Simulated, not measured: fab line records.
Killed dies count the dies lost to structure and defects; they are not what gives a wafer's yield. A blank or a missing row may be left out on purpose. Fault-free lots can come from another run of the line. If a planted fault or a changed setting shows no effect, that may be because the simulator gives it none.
fab line records	flow n5Finfet
[record] lots = 12	wafers = 36	lastDay = 18
route steps=1938 shown BEOL_M15@1828 MIM_TOP_LITHO@1848 MIM_BOT_LITHO@1863 PASSIVATION@1916
lots that met no fault: from a run of the same line without faults
startH: start of the lot's first displayed wafer, in hours after the record's first day	waitH: hours since the lot's step before	" the same as in the row above	L1.1+2: a single row standing in for several wafers	- no value present, or no start provided	* or withheld: withheld	< > ~ a bound
route shown NAME@n: NAME is a module with steps in the file, n the number in the route of the first one	usual: mean/standard deviation of fault-free wafers	same: alike in all rows	chamber/n: place in a boat	sites: the reading at each site	_std_site: the values' standard deviation	_edge_site: mean of outer sites minus mean of inner sites	radiusMm: for every site, how far away it sits from the centre of the wafer	mask NAME#n: copy n	behind: the last tool/chamber to shape the wafer	hold: reason for holding the lot/hours on hold/outcome of the hold	device: whichever transistor did not switch (one of n, p or np)	end of line: the same wafers' tests at the end of the route	step lacking rows: just its recipe	killed: dies that structure and defects cost at the first sort, which is not the same as the wafer's yield	map: a wafer's dies, x killed, . not, _ none there
set.NAME: the run value of the setting; set.NAME@STEP: its run value at that earlier step	model.NAME: the simulator's own value behind a step, which no gauge read
route steps across a sampled set of lots; one table per step, one row per wafer
services: a tool's chamber out of use, with start hour (startH, from the record's first day; less than 0 if before it), hours out, and reason
[[steps]]
[step N5_BEOL_M15_RS_MEAS_54]
[recipe] thkMeasGauge = four-point-probe	reads = Cu_of_BEOL_M15_ECD_47+Ta_of_BEOL_M15_SPUTTER_44+TaN_of_BEOL_M15_SPUTTER_43
[usual] M15_RS = 0.0217/0.00048
lot.wafer	tool	chamber	startH	waitH	M15_RS[ohm/sq]
L427.2	filmMetro-02	-	270.46	0.1	0.0218
L427.3	"	-	"	"	0.0216
L427.5	"	-	"	"	0.0216
L429.1	filmMetro-02	-	270.78	0.0	0.0217
L429.3	"	-	"	"	0.0218
L429.5	"	-	"	"	0.0212
L430.2	filmMetro-02	-	274.37	0.1	0.0220
L430.5	"	-	"	"	0.0217
L430.6	"	-	"	"	0.0223
L434.1	filmMetro-02	-	303.47	0.0	0.0222
L434.4	"	-	"	"	0.0213
L434.6	"	-	"	"	0.0213
L435.1	filmMetro-02	-	315.40	0.1	0.0218
L435.2	"	-	"	"	0.0212
L435.5	"	-	"	"	0.0215
L436.2	filmMetro-01	-	323.44	0.1	0.0218
L436.5	"	-	"	"	0.0211
L436.6	"	-	"	"	0.0216
L439.1	filmMetro-02	-	337.82	0.0	0.0220
L439.5	"	-	"	"	0.0222
L439.6	"	-	"	"	0.0217
L440.2	filmMetro-01	-	344.73	0.1	0.0221
L440.3	"	-	"	"	0.0219
L440.5	"	-	"	"	0.0218
L442.1	filmMetro-01	-	356.12	0.0	0.0216
L442.2	"	-	"	"	0.0214
L442.5	"	-	"	"	0.0216
L441.1	filmMetro-01	-	380.20	0.0	0.0218
L441.3	"	-	"	"	0.0221
L441.5	"	-	"	"	0.0213
L447.2	filmMetro-02	-	391.06	0.1	0.0218
L447.4	"	-	"	"	0.0212
L447.5	"	-	"	"	0.0209
L450.1	filmMetro-01	-	424.56	0.0	0.0213
L450.5	"	-	"	"	0.0216
L450.6	"	-	"	"	0.0222
[step N5_MIM_TOP_LITHO_OVL_MEAS_11]
[recipe] pointsPerWafer = 44
[usual] MIM_TOP_OVL = -1/5.7
lot.wafer	tool	chamber	startH	waitH	MIM_TOP_OVL[nm]
L427.2	overlay-02	0	275.99	0.0	-9
L427.3	"	0	"	"	-7
L427.5	"	0	"	"	-5
L429.1	overlay-02	0	276.19	0.0	0
L429.3	"	0	"	"	-4
L429.5	"	0	"	"	3
L430.2	overlay-01	0	277.07	0.0	5
L430.5	"	0	"	"	-3
L430.6	"	0	"	"	5
L434.1	overlay-01	0	307.39	0.0	4
L434.4	"	0	"	"	-7
L434.6	"	0	"	"	-1
L435.1	overlay-02	0	319.37	0.0	-3
L435.2	"	0	"	"	4
L435.5	"	0	"	"	5
L436.2	overlay-01	0	326.63	0.0	6
L436.5	"	0	"	"	-7
L436.6	"	0	"	"	8
L439.1	overlay-01	0	342.31	0.0	2
L439.5	"	0	"	"	8
L439.6	"	0	"	"	2
L440.2	overlay-01	0	348.20	0.0	2
L440.3	"	0	"	"	1
L440.5	"	0	"	"	-1
L442.1	overlay-02	0	360.65	0.0	-7
L442.2	"	0	"	"	4
L442.5	"	0	"	"	-9
L441.1	overlay-01	0	384.93	0.0	-1
L441.3	"	0	"	"	-5
L441.5	"	0	"	"	-1
L447.2	overlay-01	0	394.85	0.0	4
L447.4	"	0	"	"	5
L447.5	"	0	"	"	-2
L450.1	overlay-01	0	428.80	0.0	0
L450.5	"	0	"	"	15
L450.6	"	0	"	"	9
[step N5_MIM_BOT_LITHO_OVL_MEAS_11]
[recipe] pointsPerWafer = 44
[usual] MIM_BOT_OVL = -4/5.1
lot.wafer	tool	chamber	startH	waitH	MIM_BOT_OVL[nm]
L427.2	overlay-01	0	276.73	0.0	-3
L427.3	"	0	"	"	-8
L427.5	"	0	"	"	0
L429.1	overlay-01	0	277.05	0.0	2
L429.3	"	0	"	"	-1
L429.5	"	0	"	"	3
L430.2	overlay-02	0	277.95	0.0	6
L430.5	"	0	"	"	-4
L430.6	"	0	"	"	2
L434.1	overlay-01	0	308.45	0.0	-2
L434.4	"	0	"	"	-3
L434.6	"	0	"	"	-8
L435.1	overlay-01	0	320.19	0.0	-5
L435.2	"	0	"	"	-1
L435.5	"	0	"	"	-6
L436.2	overlay-02	0	327.47	0.0	-9
L436.5	"	0	"	"	2
L436.6	"	0	"	"	-11
L439.1	overlay-01	0	343.17	0.0	11
L439.5	"	0	"	"	0
L439.6	"	0	"	"	6
L440.2	overlay-01	0	349.13	0.0	-10
L440.3	"	0	"	"	-10
L440.5	"	0	"	"	-4
L442.1	overlay-01	0	361.51	0.0	0
L442.2	"	0	"	"	3
L442.5	"	0	"	"	-5
L441.1	overlay-02	0	386.01	0.0	-6
L441.3	"	0	"	"	-7
L441.5	"	0	"	"	-9
L447.2	overlay-02	0	395.79	0.0	-3
L447.4	"	0	"	"	-5
L447.5	"	0	"	"	-7
L450.1	overlay-01	0	429.66	0.0	2
L450.5	"	0	"	"	3
L450.6	"	0	"	"	-4
[step N5_PASSIVATION_PECVD_35]
[recipe] material = SiNx	targetThkA = 7000	tempC = 400	precursor = SiH4/NH3/N2	pressureTorr = 4.9	rfW = 1406	timeS = 151.3
[usual] chamberPressureTorr = 4.898/0.0099	heaterPowerW = 404/59	runLengthS = 195.5/0.44	showerheadPlenumPTorr = 8.69/0.064	throttleValvePct = 29/3.1
lot.wafer	tool	chamber	startH	waitH	chamberPressureTorr	heaterPowerW	runLengthS	showerheadPlenumPTorr	throttleValvePct
L429.1	pecvd-04	1	283.86	0.1	4.903	313	195.7	8.66	29
L429.3	"	0	"	"	4.887	458	195.7	8.66	37
L429.5	"	0	"	"	4.894	292	195.5	8.66	36
L430.2	pecvd-02	1	284.13	0.1	4.893	421	195.9	8.77	29
L430.5	"	1	"	"	4.895	475	196.1	8.77	29
L430.6	"	2	"	"	4.889	438	195.8	8.76	30
L427.2	pecvd-01	2	284.78	0.1	4.902	347	195.2	8.72	25
L427.3	"	2	"	"	4.900	381	195.3	8.69	25
L427.5	"	1	"	"	4.880	331	195.4	8.65	28
L434.1	pecvd-02	1	313.07	0.1	4.899	391	196.0	8.76	30
L434.4	"	0	"	"	4.913	404	194.6	8.63	32
L434.6	"	1	"	"	4.903	442	196.0	8.76	29
L435.1	pecvd-01	2	324.68	0.1	4.894	292	195.5	8.70	25
L435.2	"	1	"	"	4.884	367	195.4	8.64	28
L435.5	"	2	"	"	4.897	358	195.3	8.69	25
L436.2	pecvd-01	2	333.18	0.1	4.913	387	195.1	8.72	25
L436.5	"	2	"	"	4.898	260	195.6	8.71	25
L436.6	"	1	"	"	4.881	452	195.2	8.63	27
L439.1	pecvd-01	0	349.16	0.1	4.903	437	195.6	8.76	31
L439.5	"	0	"	"	4.907	464	196.6	8.79	32
L439.6	"	2	"	"	4.906	415	195.4	8.71	25
L440.2	pecvd-01	0	355.50	0.1	4.900	488	195.9	8.78	31
L440.3	"	1	"	"	4.905	469	195.3	8.61	28
L440.5	"	1	"	"	4.899	329	194.8	8.66	28
L442.1	pecvd-04	0	368.32	0.1	4.888	444	195.6	8.70	36
L442.2	"	2	"	"	4.906	379	195.7	8.60	27
L442.5	"	2	"	"	4.904	422	196.0	8.56	27
L441.1	pecvd-01	2	392.99	0.1	4.923	388	195.8	8.71	25
L441.3	"	0	"	"	4.881	456	115.8	8.77	31
L441.5	"	1	"	"	4.886	477	115.0	8.66	28
L447.2	pecvd-01	0	401.14	0.1	4.892	459	115.7	8.76	32
L447.4	"	2	"	"	4.902	388	196.0	8.71	25
L447.5	"	1	"	"	4.916	437	115.3	8.63	28
L450.1	pecvd-04	0	435.29	0.1	4.889	412	195.7	8.67	37
L450.5	"	0	"	"	4.889	443	195.8	8.68	37
L450.6	"	1	"	"	4.898	332	196.2	8.69	29
[step N5_PASSIVATION_PROBE_49]
[usual] defectLimitedYield = 91.4/1.3	killed_at_M0_to_M3 = 34/10	killed_at_M4_up = 14/5.6	killedAtContacts = 13/5.9	killedAtFrontEnd = 37/9.9	killedAtOther = 3.5/2.8	killedDies = 101/15	killedOpen = 67/12	killedShort = 32/6.6	sort_bin_4_leakage = 0.00/0.014	sort_bin_5_function = 5.0/0.81	sort_bin_6_memory = 3.2/0.66	sort_bin_8_speed = 0.00/0.007	sortNPass = 1079/15	sortYieldPct = 91.4/1.3
[same] grossDies = 1180	killedAtBackSide = 0
lot.wafer	tool	chamber	startH	waitH	defectLimitedYield[%]	killed_at_M0_to_M3	killed_at_M4_up	killedAtContacts	killedAtFrontEnd	killedAtOther	killedDies	killedOpen	killedShort	sort_bin_4_leakage[%]	sort_bin_5_function[%]	sort_bin_6_memory[%]	sort_bin_8_speed[%]	sortNPass	sortYieldPct[%]
L439.1	prober-01	-	352.87	0.0	91.3	35	16	16	33	3	103	72	28	0	5.6	2.7	0	1077	91.3
L439.5	prober-01	-	353.07	0.2	92.0	18	35	6	33	2	94	65	29	0	5.1	2.5	0	1086	92.0
L439.6	prober-01	-	353.12	0.3	92.0	13	17	7	54	3	94	66	27	0	4.1	3.6	0	1086	92.0
L441.1	prober-02	-	396.56	0.0	91.6	30	9	14	39	7	99	69	29	0	5.0	3.1	0	1081	91.6
L441.3	prober-02	-	396.66	0.1	93.1	20	9	18	33	1	81	59	20	0	3.9	2.8	0	1099	93.1
L441.5	prober-02	-	396.76	0.2	88.6	51	18	10	42	13	134	94	40	0	6.3	4.7	0	1046	88.6
// killed by level:class
L439.1 MOL_CONTACT_COAG:geometricParticle:open=14 STI_FIN_REVEAL:geometricParticle:open=12 FIN_SAQP:geometricParticle:open=9 BEOL_M2:geometricParticle:open=7 BEOL_M4:geometricParticle:open=7 BEOL_M3:geometricParticle:short=5 BEOL_M1:geometricParticle:open=5 BEOL_M0_SAQP:geometricParticle:short=4
L439.5 BEOL_M4:geometricParticle:open=16 STI_FIN_REVEAL:geometricParticle:open=10 BEOL_M5:geometricParticle:open=9 DUMMY_GATE:geometricParticle:open=7 BEOL_M0_SAQP:geometricParticle:open=7 BEOL_M0_SAQP:geometricParticle:short=6 FIN_SAQP:geometricParticle:short=4 MOL_CONTACT_COAG:geometricParticle:open=4
L439.6 FIN_SAQP:geometricParticle:open=18 STI_FIN_REVEAL:geometricParticle:open=13 FIN_SAQP:geometricParticle:short=8 BEOL_M4:geometricParticle:open=6 BEOL_M1:geometricParticle:open=5 MOL_CONTACT_COAG:geometricParticle:open=4 BEOL_M6:geometricParticle:open=4 DUMMY_GATE:geometricParticle:open=3
L441.1 STI_FIN_REVEAL:geometricParticle:open=12 MOL_CONTACT_COAG:geometricParticle:open=12 BEOL_M0_SAQP:geometricParticle:open=10 BEOL_M0_SAQP:geometricParticle:short=7 FIN_SAQP:geometricParticle:open=4 BEOL_M1:geometricParticle:open=4 BEOL_M2:geometricParticle:open=4 BEOL_M4:geometricParticle:open=4
L441.3 MOL_CONTACT_COAG:geometricParticle:open=16 STI_FIN_REVEAL:geometricParticle:open=12 BEOL_M1:geometricParticle:open=8 FIN_SAQP:geometricParticle:open=6 STI_FIN_REVEAL:geometricParticle:short=4 BEOL_M0_SAQP:geometricParticle:open=3 BEOL_M0_SAQP:geometricParticle:short=3 ILD0:geometricParticle:open=2
L441.5 STI_FIN_REVEAL:geometricParticle:open=15 BEOL_M0_SAQP:geometricParticle:open=11 BEOL_M0_SAQP:geometricParticle:short=10 BEOL_M1:geometricParticle:open=9 MOL_CONTACT_COAG:geometricParticle:open=9 BEOL_M4:geometricParticle:open=9 BEOL_M2:geometricParticle:open=8 FIN_SAQP:geometricParticle:short=6
[[services]]
tool	chamber	startH	hours	kind
pecvd-01	0	272.18	70.1	repair
pecvd-04	-	319.34	11.9	repair
pecvd-02	0	322.80	-	clean
pecvd-02	0	322.80	29.5	scheduledDown
pecvd-02	0	322.80	29.5	ventCycle
pecvd-02	-	326.81	1.8	repair
pecvd-04	0	378.83	2.1	scheduledDown
pecvd-01	1	403.15	5.5	scheduledDown
pecvd-01	2	434.95	2.1	scheduledDown
[[key]]
[firstSign] step = N5_PASSIVATION_PECVD_35	reading = runLengthS	direction = down	sigmas = 99+	usual = *	struck = *
effect none on later readings
metAt N5_PASSIVATION_PECVD_35
struckLots L441,L447
struckWafers L441.3,L441.5,L447.2,L447.5
notActingAt N5_BEOL_M15_RS_MEAS_54,N5_MIM_TOP_LITHO_OVL_MEAS_11,N5_MIM_BOT_LITHO_OVL_MEAS_11
onsetBetween 355.50 392.99
[fault] kind = processParameterDrift	tool = pecvd-01	chamber = -	onsetH = 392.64	steps = N5_PASSIVATION_PECVD_35	channel = timeS	offset = *	shape = step	endH = 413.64	scope = struckWafersOnly	actsIn = *	stated = *
